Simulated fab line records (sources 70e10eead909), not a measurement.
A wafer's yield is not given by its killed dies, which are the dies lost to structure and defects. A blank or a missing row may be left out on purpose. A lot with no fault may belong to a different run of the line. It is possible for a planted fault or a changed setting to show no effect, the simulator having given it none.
Which tool is to blame? :: flow nand-harc :: 22 lots with 66 wafers sampled at 4 steps, on a route of 1302 steps

## WHAT THE GAUGES READ, wafer by wafer
NHARC_A_SGD_CUT_CD_MEAS_09 targets a cd of 100 nm.
lot: L075
measured: day 19 14:29
on: cd-sem-01
cd-nm (nm): 98.6 99.4 100.9

lot: L074
measured: day 19 14:49
on: cd-sem-03
cd-nm (nm): 100.0 99.4 98.5

lot: L076
measured: day 20 05:06
on: cd-sem-02
cd-nm (nm): 99.9 99.2 98.8

lot: L078
measured: day 20 11:32
on: cd-sem-01
cd-nm (nm): 98.8 99.5 100.1

lot: L079
measured: day 20 20:11
on: cd-sem-02
cd-nm (nm): 100.6 100.3 99.9

lot: L080
measured: day 21 16:40
on: cd-sem-01
cd-nm (nm): 99.3 100.2 99.3

lot: L081
measured: day 22 04:48
on: cd-sem-03
cd-nm (nm): 99.7 100.7 101.0

lot: L083
measured: day 22 11:26
on: cd-sem-02
cd-nm (nm): 100.7 100.3 100.5

lot: L082
measured: day 22 12:02
on: cd-sem-02
cd-nm (nm): 100.3 99.7 100.6

lot: L084
measured: day 23 04:40
on: cd-sem-02
cd-nm (nm): 99.3 98.8 98.2

lot: L085
measured: day 23 17:13
on: cd-sem-02
cd-nm (nm): 100.3 101.1 99.4

lot: L086
measured: day 24 03:45
on: cd-sem-01
cd-nm (nm): 99.0 100.3 99.3

lot: L087
measured: day 24 17:52
on: cd-sem-03
cd-nm (nm): 100.5 100.4 100.8

lot: L089
measured: day 25 06:51
on: cd-sem-03
cd-nm (nm): 99.7 99.6 100.5

lot: L088
measured: day 25 06:41
on: cd-sem-02
cd-nm (nm): 99.7 100.6 100.1

lot: L090
measured: day 26 02:37
on: cd-sem-01
cd-nm (nm): 100.7 100.9 100.1

lot: L092
measured: day 26 17:10
on: cd-sem-01
cd-nm (nm): 100.1 100.5 100.4

lot: L093
measured: day 26 17:19
on: cd-sem-01
cd-nm (nm): 100.1 100.8 100.6

lot: L094
measured: day 27 03:55
on: cd-sem-03
cd-nm (nm): 100.1 99.8 99.8

lot: L096
measured: day 28 04:46
on: cd-sem-03
cd-nm (nm): 99.8 100.2 99.6

lot: L095
measured: day 28 05:09
on: cd-sem-01
cd-nm (nm): 100.4 100.7 100.3

lot: L097
measured: day 29 02:54
on: cd-sem-03
cd-nm (nm): 99.5 100.1 100.2

## EACH LOT AND THE TOOL THAT RAN IT (in order: tool; ch and the chambers of the sampled wafers; start)
lot: L075
NHARC_A_STAIRCASE_HM_OPEN_460: rie-diel-02 ch 0,1,2, day 18 21:00 or earlier
NHARC_A_STAIRCASE_STRIP_316: rie-diel-02 ch 0,2,3, day 18 21:00 or earlier
NHARC_A_STAIRCASE_DEP_325: pecvd-02 ch 0,2, day 18 21:00

lot: L074
NHARC_A_STAIRCASE_HM_OPEN_460: rie-diel-02 ch 0,2, day 18 20:54 or earlier
NHARC_A_STAIRCASE_STRIP_316: rie-diel-02 ch 0,1,3, day 18 20:54 or earlier
NHARC_A_STAIRCASE_DEP_325: pecvd-03 ch 0,1,2, day 18 20:54

lot: L076
NHARC_A_STAIRCASE_HM_OPEN_460: rie-diel-12 ch 1,2, day 19 13:10 or earlier
NHARC_A_STAIRCASE_STRIP_316: rie-diel-04 ch 0,1,3, day 19 13:10 or earlier
NHARC_A_STAIRCASE_DEP_325: pecvd-02 ch 1,2, day 19 13:10

lot: L078
NHARC_A_STAIRCASE_HM_OPEN_460: rie-diel-04 ch 0,1, day 19 19:54 or earlier
NHARC_A_STAIRCASE_STRIP_316: rie-diel-02 ch 1,2, day 19 19:54 or earlier
NHARC_A_STAIRCASE_DEP_325: pecvd-01 ch 1,2, day 19 19:54

lot: L079
NHARC_A_STAIRCASE_HM_OPEN_460: rie-diel-02 ch 0,2, day 20 02:30 or earlier
NHARC_A_STAIRCASE_STRIP_316: rie-diel-12 ch 1,2, day 20 02:30 or earlier
NHARC_A_STAIRCASE_DEP_325: pecvd-01 ch 0,1,2, day 20 02:30

lot: L080
NHARC_A_STAIRCASE_HM_OPEN_460: rie-diel-02 ch 1,2, day 20 21:51 or earlier
NHARC_A_STAIRCASE_STRIP_316: rie-diel-02 ch 1,2,3, day 20 21:51 or earlier
NHARC_A_STAIRCASE_DEP_325: pecvd-01 ch 0,1,2, day 20 21:51

lot: L081
NHARC_A_STAIRCASE_HM_OPEN_460: rie-diel-04 ch 0,2, day 21 09:35 or earlier
NHARC_A_STAIRCASE_STRIP_316: rie-diel-02 ch 0,1,2, day 21 09:35 or earlier
NHARC_A_STAIRCASE_DEP_325: pecvd-02 ch 0,1,2, day 21 09:35

lot: L083
NHARC_A_STAIRCASE_HM_OPEN_460: rie-diel-12 ch 0,1,2, day 21 16:26 or earlier
NHARC_A_STAIRCASE_STRIP_316: rie-diel-02 ch 1,2,3, day 21 16:26 or earlier
NHARC_A_STAIRCASE_DEP_325: pecvd-03 ch 0,1, day 21 16:26

lot: L082
NHARC_A_STAIRCASE_HM_OPEN_460: rie-diel-02 ch 0,1,2, day 21 16:21 or earlier
NHARC_A_STAIRCASE_STRIP_316: rie-diel-12 ch 1,2, day 21 16:21 or earlier
NHARC_A_STAIRCASE_DEP_325: pecvd-02 ch 0,1, day 21 16:21

lot: L084
NHARC_A_STAIRCASE_HM_OPEN_460: rie-diel-12 ch 0,1,3, day 22 12:39 or earlier
NHARC_A_STAIRCASE_STRIP_316: rie-diel-04 ch 0,1, day 22 12:39 or earlier
NHARC_A_STAIRCASE_DEP_325: pecvd-03 ch 1, day 22 12:39

lot: L085
NHARC_A_STAIRCASE_HM_OPEN_460: rie-diel-12 ch 0,1,3, day 23 00:45 or earlier
NHARC_A_STAIRCASE_STRIP_316: rie-diel-04 ch 0,3, day 23 00:45 or earlier
NHARC_A_STAIRCASE_DEP_325: pecvd-03 ch 0,1, day 23 00:45

lot: L086
NHARC_A_STAIRCASE_HM_OPEN_460: rie-diel-02 ch 0,3, day 23 11:56 or earlier
NHARC_A_STAIRCASE_STRIP_316: rie-diel-04 ch 0,3, day 23 11:56 or earlier
NHARC_A_STAIRCASE_DEP_325: pecvd-02 ch 1,2, day 23 11:56

lot: L087
NHARC_A_STAIRCASE_HM_OPEN_460: rie-diel-02 ch 0,1,3, day 24 02:04 or earlier
NHARC_A_STAIRCASE_STRIP_316: rie-diel-02 ch 0,2, day 24 02:04 or earlier
NHARC_A_STAIRCASE_DEP_325: pecvd-02 ch 0,2, day 24 02:04

lot: L089
NHARC_A_STAIRCASE_HM_OPEN_460: rie-diel-04 ch 0,1,3, day 24 15:12 or earlier
NHARC_A_STAIRCASE_STRIP_316: rie-diel-02 ch 0,2,3, day 24 15:12 or earlier
NHARC_A_STAIRCASE_DEP_325: pecvd-01 ch 0,1,2, day 24 15:12

lot: L088
NHARC_A_STAIRCASE_HM_OPEN_460: rie-diel-12 ch 0,1,2, day 24 15:01 or earlier
NHARC_A_STAIRCASE_STRIP_316: rie-diel-02 ch 1,2, day 24 15:01 or earlier
NHARC_A_STAIRCASE_DEP_325: pecvd-02 ch 1,2, day 24 15:01

lot: L090
NHARC_A_STAIRCASE_HM_OPEN_460: rie-diel-02 ch 0,1,2, day 25 08:43 or earlier
NHARC_A_STAIRCASE_STRIP_316: rie-diel-04 ch 2,3, day 25 08:43 or earlier
NHARC_A_STAIRCASE_DEP_325: pecvd-02 ch 0,1,2, day 25 08:43

lot: L092
NHARC_A_STAIRCASE_HM_OPEN_460: rie-diel-04 ch 0,1, day 26 00:17 or earlier
NHARC_A_STAIRCASE_STRIP_316: rie-diel-02 ch 0,2, day 26 00:17 or earlier
NHARC_A_STAIRCASE_DEP_325: pecvd-03 ch 0,1, day 26 00:17

lot: L093
NHARC_A_STAIRCASE_HM_OPEN_460: rie-diel-02 ch 0,1,3, day 26 00:01 or earlier
NHARC_A_STAIRCASE_STRIP_316: rie-diel-02 ch 0,1,2, day 26 00:01 or earlier
NHARC_A_STAIRCASE_DEP_325: pecvd-01 ch 0,1, day 26 00:01

lot: L094
NHARC_A_STAIRCASE_HM_OPEN_460: rie-diel-12 ch 0,3, day 26 11:37 or earlier
NHARC_A_STAIRCASE_STRIP_316: rie-diel-04 ch 0,2,3, day 26 11:37 or earlier
NHARC_A_STAIRCASE_DEP_325: pecvd-01 ch 0,1,2, day 26 11:37

lot: L096
NHARC_A_STAIRCASE_HM_OPEN_460: rie-diel-12 ch 0,1,2, day 27 10:52 or earlier
NHARC_A_STAIRCASE_STRIP_316: rie-diel-02 ch 0,2, day 27 10:52 or earlier
NHARC_A_STAIRCASE_DEP_325: pecvd-01 ch 0,1, day 27 10:52

lot: L095
NHARC_A_STAIRCASE_HM_OPEN_460: rie-diel-04 ch 1,2,3, day 27 10:50 or earlier
NHARC_A_STAIRCASE_STRIP_316: rie-diel-12 ch 0,1,2, day 27 10:50 or earlier
NHARC_A_STAIRCASE_DEP_325: pecvd-02 ch 1, day 27 10:50

lot: L097
NHARC_A_STAIRCASE_HM_OPEN_460: rie-diel-12 ch 2,3, day 28 08:42 or earlier
NHARC_A_STAIRCASE_STRIP_316: rie-diel-02 ch 1,2,3, day 28 08:42 or earlier
NHARC_A_STAIRCASE_DEP_325: pecvd-02 ch 0,1,2, day 28 08:42
- NHARC_A_STAIRCASE_HM_OPEN_460: chemistry O2/COS.
- NHARC_A_STAIRCASE_STRIP_316: strips in O2.
- NHARC_A_STAIRCASE_DEP_325: deposits SiO2, target thk 7200 nm.

## WHAT THE TOOLS THEMSELVES READ (means of the sampled wafers that have a number; where no wafer has one, the mark that the record gives instead)
NHARC_A_STAIRCASE_HM_OPEN_460.
lot: L075
tool: rie-diel-02
bias-w (W): 300.3
drypump-motor-current-A (A): 5.8
o2-flow-sccm (sccm): 400.1
oes-product-au (a.u.): 1.000
rf-vpp-V (V): 468.6
showerhead-plenum-p-Torr (Torr): 3.16
throttle-valve-pct (%): 28.333

lot: L074
tool: rie-diel-02
bias-w (W): 301.2
drypump-motor-current-A (A): 6.3
o2-flow-sccm (sccm): 399.0
oes-product-au (a.u.): 0.992
rf-vpp-V (V): 468.7
showerhead-plenum-p-Torr (Torr): 3.19
throttle-valve-pct (%): 28.327

lot: L076
tool: rie-diel-12
bias-w (W): 300.9
drypump-motor-current-A (A): 6.2
o2-flow-sccm (sccm): 399.8
oes-product-au (a.u.): 0.990
rf-vpp-V (V): 467.1
showerhead-plenum-p-Torr (Torr): 3.14
throttle-valve-pct (%): 28.337

lot: L078
tool: rie-diel-04
bias-w (W): 300.1
drypump-motor-current-A (A): 5.5
o2-flow-sccm (sccm): 399.7
oes-product-au (a.u.): 1.007
rf-vpp-V (V): 468.2
showerhead-plenum-p-Torr (Torr): 3.16
throttle-valve-pct (%): 28.328

lot: L079
tool: rie-diel-02
bias-w (W): 300.3
drypump-motor-current-A (A): 6.3
o2-flow-sccm (sccm): 401.6
oes-product-au (a.u.): 0.989
rf-vpp-V (V): 468.7
showerhead-plenum-p-Torr (Torr): 3.19
throttle-valve-pct (%): 28.325

lot: L080
tool: rie-diel-02
bias-w (W): 300.8
drypump-motor-current-A (A): 5.4
o2-flow-sccm (sccm): 398.4
oes-product-au (a.u.): 0.996
rf-vpp-V (V): 467.6
showerhead-plenum-p-Torr (Torr): 3.13
throttle-valve-pct (%): 28.332

lot: L081
tool: rie-diel-04
bias-w (W): 299.3
drypump-motor-current-A (A): 6.0
o2-flow-sccm (sccm): 399.9
oes-product-au (a.u.): 0.994
rf-vpp-V (V): 470.1
showerhead-plenum-p-Torr (Torr): 3.26
throttle-valve-pct (%): 28.332

lot: L083
tool: rie-diel-12
bias-w (W): 300.5
drypump-motor-current-A (A): 5.9
o2-flow-sccm (sccm): 400.1
oes-product-au (a.u.): 1.008
rf-vpp-V (V): 468.2
showerhead-plenum-p-Torr (Torr): 3.19
throttle-valve-pct (%): 28.335

lot: L082
tool: rie-diel-02
bias-w (W): 300.0
drypump-motor-current-A (A): 5.8
o2-flow-sccm (sccm): 399.8
oes-product-au (a.u.): 0.999
rf-vpp-V (V): 467.9
showerhead-plenum-p-Torr (Torr): 3.15
throttle-valve-pct (%): 28.336

lot: L084
tool: rie-diel-12
bias-w (W): 299.5
drypump-motor-current-A (A): 6.1
o2-flow-sccm (sccm): 399.8
oes-product-au (a.u.): 0.993
rf-vpp-V (V): 470.8
showerhead-plenum-p-Torr (Torr): 3.27
throttle-valve-pct (%): 28.330

lot: L085
tool: rie-diel-12
bias-w (W): 300.3
drypump-motor-current-A (A): 6.1
o2-flow-sccm (sccm): 399.3
oes-product-au (a.u.): 1.005
rf-vpp-V (V): 471.0
showerhead-plenum-p-Torr (Torr): 3.27
throttle-valve-pct (%): 28.325

lot: L086
tool: rie-diel-02
bias-w (W): 299.8
drypump-motor-current-A (A): 6.0
o2-flow-sccm (sccm): 400.2
oes-product-au (a.u.): 0.996
rf-vpp-V (V): 468.9
showerhead-plenum-p-Torr (Torr): 3.20
throttle-valve-pct (%): 28.329

lot: L087
tool: rie-diel-02
bias-w (W): 299.4
drypump-motor-current-A (A): 5.8
o2-flow-sccm (sccm): 401.6
oes-product-au (a.u.): 1.001
rf-vpp-V (V): 467.8
showerhead-plenum-p-Torr (Torr): 3.17
throttle-valve-pct (%): 28.329

lot: L089
tool: rie-diel-04
bias-w (W): 300.7
drypump-motor-current-A (A): 5.8
o2-flow-sccm (sccm): 401.0
oes-product-au (a.u.): 0.998
rf-vpp-V (V): 469.1
showerhead-plenum-p-Torr (Torr): 3.22
throttle-valve-pct (%): 28.332

lot: L088
tool: rie-diel-12
bias-w (W): 300.3
drypump-motor-current-A (A): 5.9
o2-flow-sccm (sccm): 400.0
oes-product-au (a.u.): 1.003
rf-vpp-V (V): 467.7
showerhead-plenum-p-Torr (Torr): 3.18
throttle-valve-pct (%): 28.323

lot: L090
tool: rie-diel-02
bias-w (W): 300.1
drypump-motor-current-A (A): 5.8
o2-flow-sccm (sccm): 398.8
oes-product-au (a.u.): 1.002
rf-vpp-V (V): 467.1
showerhead-plenum-p-Torr (Torr): 3.14
throttle-valve-pct (%): 28.329

lot: L092
tool: rie-diel-04
bias-w (W): 300.8
drypump-motor-current-A (A): 5.8
o2-flow-sccm (sccm): 399.4
oes-product-au (a.u.): 0.995
rf-vpp-V (V): 468.9
showerhead-plenum-p-Torr (Torr): 3.24
throttle-valve-pct (%): 28.324

lot: L093
tool: rie-diel-02
bias-w (W): 300.0
drypump-motor-current-A (A): 5.8
o2-flow-sccm (sccm): 399.1
oes-product-au (a.u.): 0.995
rf-vpp-V (V): 468.2
showerhead-plenum-p-Torr (Torr): 3.16
throttle-valve-pct (%): 28.330

lot: L094
tool: rie-diel-12
bias-w (W): 299.1
drypump-motor-current-A (A): 5.8
o2-flow-sccm (sccm): 399.8
oes-product-au (a.u.): 1.013
rf-vpp-V (V): 472.4
showerhead-plenum-p-Torr (Torr): 3.31
throttle-valve-pct (%): 28.327

lot: L096
tool: rie-diel-12
bias-w (W): 299.6
drypump-motor-current-A (A): 5.9
o2-flow-sccm (sccm): 400.0
oes-product-au (a.u.): 1.014
rf-vpp-V (V): 468.3
showerhead-plenum-p-Torr (Torr): 3.17
throttle-valve-pct (%): 28.324

lot: L095
tool: rie-diel-04
bias-w (W): 300.0
drypump-motor-current-A (A): 6.1
o2-flow-sccm (sccm): 399.8
oes-product-au (a.u.): 0.991
rf-vpp-V (V): 471.4
showerhead-plenum-p-Torr (Torr): 3.31
throttle-valve-pct (%): 28.333

lot: L097
tool: rie-diel-12
bias-w (W): 300.5
drypump-motor-current-A (A): 5.5
o2-flow-sccm (sccm): 402.1
oes-product-au (a.u.): 1.017
rf-vpp-V (V): 466.0
showerhead-plenum-p-Torr (Torr): 3.05
throttle-valve-pct (%): 28.337

NHARC_A_STAIRCASE_STRIP_316.
lot: L075
tool: rie-diel-02
drypump-motor-current-A (A): 5.9
o2-flow-sccm (sccm): 500.2
oes-product-au (a.u.): 0.994
rf-vpp-V (V): 58.6
showerhead-plenum-p-Torr (Torr): 3.61
throttle-valve-pct (%): 17.026

lot: L074
tool: rie-diel-02
drypump-motor-current-A (A): 5.8
o2-flow-sccm (sccm): 500.2
oes-product-au (a.u.): 1.006
rf-vpp-V (V): 56.8
showerhead-plenum-p-Torr (Torr): 3.60
throttle-valve-pct (%): 17.029

lot: L076
tool: rie-diel-04
drypump-motor-current-A (A): 5.8
o2-flow-sccm (sccm): 499.1
oes-product-au (a.u.): 1.001
rf-vpp-V (V): 58.3
showerhead-plenum-p-Torr (Torr): 3.66
throttle-valve-pct (%): 17.037

lot: L078
tool: rie-diel-02
drypump-motor-current-A (A): 5.2
o2-flow-sccm (sccm): 500.8
oes-product-au (a.u.): 1.002
rf-vpp-V (V): 58.5
showerhead-plenum-p-Torr (Torr): 3.54
throttle-valve-pct (%): 17.032

lot: L079
tool: rie-diel-12
drypump-motor-current-A (A): 6.2
o2-flow-sccm (sccm): 500.6
oes-product-au (a.u.): 0.988
rf-vpp-V (V): 58.2
showerhead-plenum-p-Torr (Torr): 3.55
throttle-valve-pct (%): 17.038

lot: L080
tool: rie-diel-02
drypump-motor-current-A (A): 5.4
o2-flow-sccm (sccm): 500.0
oes-product-au (a.u.): 1.016
rf-vpp-V (V): 58.3
showerhead-plenum-p-Torr (Torr): 3.56
throttle-valve-pct (%): 17.043

lot: L081
tool: rie-diel-02
drypump-motor-current-A (A): 5.8
o2-flow-sccm (sccm): 500.3
oes-product-au (a.u.): 0.999
rf-vpp-V (V): 58.1
showerhead-plenum-p-Torr (Torr): 3.56
throttle-valve-pct (%): 17.040

lot: L083
tool: rie-diel-02
drypump-motor-current-A (A): 5.4
o2-flow-sccm (sccm): 500.3
oes-product-au (a.u.): 1.001
rf-vpp-V (V): 58.8
showerhead-plenum-p-Torr (Torr): 3.56
throttle-valve-pct (%): 17.048

lot: L082
tool: rie-diel-12
drypump-motor-current-A (A): 5.8
o2-flow-sccm (sccm): 501.1
oes-product-au (a.u.): 1.012
rf-vpp-V (V): 58.4
showerhead-plenum-p-Torr (Torr): 3.46
throttle-valve-pct (%): 17.038

lot: L084
tool: rie-diel-04
drypump-motor-current-A (A): 5.8
o2-flow-sccm (sccm): 500.9
oes-product-au (a.u.): 1.000
rf-vpp-V (V): 58.3
showerhead-plenum-p-Torr (Torr): 3.67
throttle-valve-pct (%): 17.042

lot: L085
tool: rie-diel-04
drypump-motor-current-A (A): 5.6
o2-flow-sccm (sccm): 500.7
oes-product-au (a.u.): 1.015
rf-vpp-V (V): 57.5
showerhead-plenum-p-Torr (Torr): 3.53
throttle-valve-pct (%): 17.040

lot: L086
tool: rie-diel-04
drypump-motor-current-A (A): 5.6
o2-flow-sccm (sccm): 499.6
oes-product-au (a.u.): 1.010
rf-vpp-V (V): 57.5
showerhead-plenum-p-Torr (Torr): 3.53
throttle-valve-pct (%): 17.037

lot: L087
tool: rie-diel-02
drypump-motor-current-A (A): 6.0
o2-flow-sccm (sccm): 499.9
oes-product-au (a.u.): 1.004
rf-vpp-V (V): 57.3
showerhead-plenum-p-Torr (Torr): 3.56
throttle-valve-pct (%): 17.036

lot: L089
tool: rie-diel-02
drypump-motor-current-A (A): 5.9
o2-flow-sccm (sccm): 499.4
oes-product-au (a.u.): 1.003
rf-vpp-V (V): 57.9
showerhead-plenum-p-Torr (Torr): 3.58
throttle-valve-pct (%): 17.039

lot: L088
tool: rie-diel-02
drypump-motor-current-A (A): 5.3
o2-flow-sccm (sccm): 500.6
oes-product-au (a.u.): 1.001
rf-vpp-V (V): 57.5
showerhead-plenum-p-Torr (Torr): 3.51
throttle-valve-pct (%): 17.037

lot: L090
tool: rie-diel-04
drypump-motor-current-A (A): 6.2
o2-flow-sccm (sccm): 499.7
oes-product-au (a.u.): 0.982
rf-vpp-V (V): 59.0
showerhead-plenum-p-Torr (Torr): 3.72
throttle-valve-pct (%): 17.020

lot: L092
tool: rie-diel-02
drypump-motor-current-A (A): 5.9
o2-flow-sccm (sccm): 499.3
oes-product-au (a.u.): 0.995
rf-vpp-V (V): 58.5
showerhead-plenum-p-Torr (Torr): 3.55
throttle-valve-pct (%): 17.040

lot: L093
tool: rie-diel-02
drypump-motor-current-A (A): 5.8
o2-flow-sccm (sccm): 499.8
oes-product-au (a.u.): 0.996
rf-vpp-V (V): 57.5
showerhead-plenum-p-Torr (Torr): 3.54
throttle-valve-pct (%): 17.037

lot: L094
tool: rie-diel-04
drypump-motor-current-A (A): 5.9
o2-flow-sccm (sccm): 499.7
oes-product-au (a.u.): 0.994
rf-vpp-V (V): 57.8
showerhead-plenum-p-Torr (Torr): 3.63
throttle-valve-pct (%): 17.042

lot: L096
tool: rie-diel-02
drypump-motor-current-A (A): 6.3
o2-flow-sccm (sccm): 500.0
oes-product-au (a.u.): 1.000
rf-vpp-V (V): 57.2
showerhead-plenum-p-Torr (Torr): 3.57
throttle-valve-pct (%): 17.039

lot: L095
tool: rie-diel-12
drypump-motor-current-A (A): 5.9
o2-flow-sccm (sccm): 499.8
oes-product-au (a.u.): 1.021
rf-vpp-V (V): 58.4
showerhead-plenum-p-Torr (Torr): 3.58
throttle-valve-pct (%): 17.041

lot: L097
tool: rie-diel-02
drypump-motor-current-A (A): 5.4
o2-flow-sccm (sccm): 500.5
oes-product-au (a.u.): 0.997
rf-vpp-V (V): 56.7
showerhead-plenum-p-Torr (Torr): 3.53
throttle-valve-pct (%): 17.034

NHARC_A_STAIRCASE_DEP_325.
lot: L075
tool: pecvd-02
heater-power-w (W): 795
susceptor-temp-C (C): 399.83

lot: L074
tool: pecvd-03
heater-power-w (W): 686
susceptor-temp-C (C): 399.99

lot: L076
tool: pecvd-02
heater-power-w (W): 666
susceptor-temp-C (C): 400.05

lot: L078
tool: pecvd-01
heater-power-w (W): 707
susceptor-temp-C (C): 400.19

lot: L079
tool: pecvd-01
heater-power-w (W): 693
susceptor-temp-C (C): 399.68

lot: L080
tool: pecvd-01
heater-power-w (W): 703
susceptor-temp-C (C): 400.08

lot: L081
tool: pecvd-02
heater-power-w (W): 697
susceptor-temp-C (C): 400.01

lot: L083
tool: pecvd-03
heater-power-w (W): 757
susceptor-temp-C (C): 399.90

lot: L082
tool: pecvd-02
heater-power-w (W): 786
susceptor-temp-C (C): 400.27

lot: L084
tool: pecvd-03
heater-power-w (W): 638
susceptor-temp-C (C): 400.21

lot: L085
tool: pecvd-03
heater-power-w (W): 682
susceptor-temp-C (C): 399.97

lot: L086
tool: pecvd-02
heater-power-w (W): 679
susceptor-temp-C (C): 399.92

lot: L087
tool: pecvd-02
heater-power-w (W): 853
susceptor-temp-C (C): 399.72

lot: L089
tool: pecvd-01
heater-power-w (W): 705
susceptor-temp-C (C): 400.02

lot: L088
tool: pecvd-02
heater-power-w (W): 701
susceptor-temp-C (C): 400.17

lot: L090
tool: pecvd-02
heater-power-w (W): 793
susceptor-temp-C (C): 400.13

lot: L092
tool: pecvd-03
heater-power-w (W): 647
susceptor-temp-C (C): 400.02

lot: L093
tool: pecvd-01
heater-power-w (W): 862
susceptor-temp-C (C): 400.07

lot: L094
tool: pecvd-01
heater-power-w (W): 662
susceptor-temp-C (C): 399.94

lot: L096
tool: pecvd-01
heater-power-w (W): 822
susceptor-temp-C (C): 399.91

lot: L095
tool: pecvd-02
heater-power-w (W): 606
susceptor-temp-C (C): 399.83

lot: L097
tool: pecvd-02
heater-power-w (W): 769
susceptor-temp-C (C): 399.91

## THE ANSWER, worked out from the rows above alone
Rule: usual is defined by the lots themselves. The widest of any qualifying gaps counts: lots, ordered by their means at a reading, are off when they make up no more than a third of the lots, leave a main group of 4 or more, and stand apart from it by 3 or more times the standard deviation of that group's means. A main group is skipped when, at the precision printed for the reading in the tables above, its means are all equal. Also off: a lot with no number at a reading for which 4 or more lots have one. The other lots that the step has rows for count as sound. First the gauges in route order, then the tools' own readings, where a lot's mean is used as printed above. The first step at which some lot is off is used, and at that step the reading that is off furthest; a lot without a number counts as furthest.
None of the lots is off at any reading shown; this tells nothing.

## WHAT HAD BEEN PUT IN BY THE SIMULATOR
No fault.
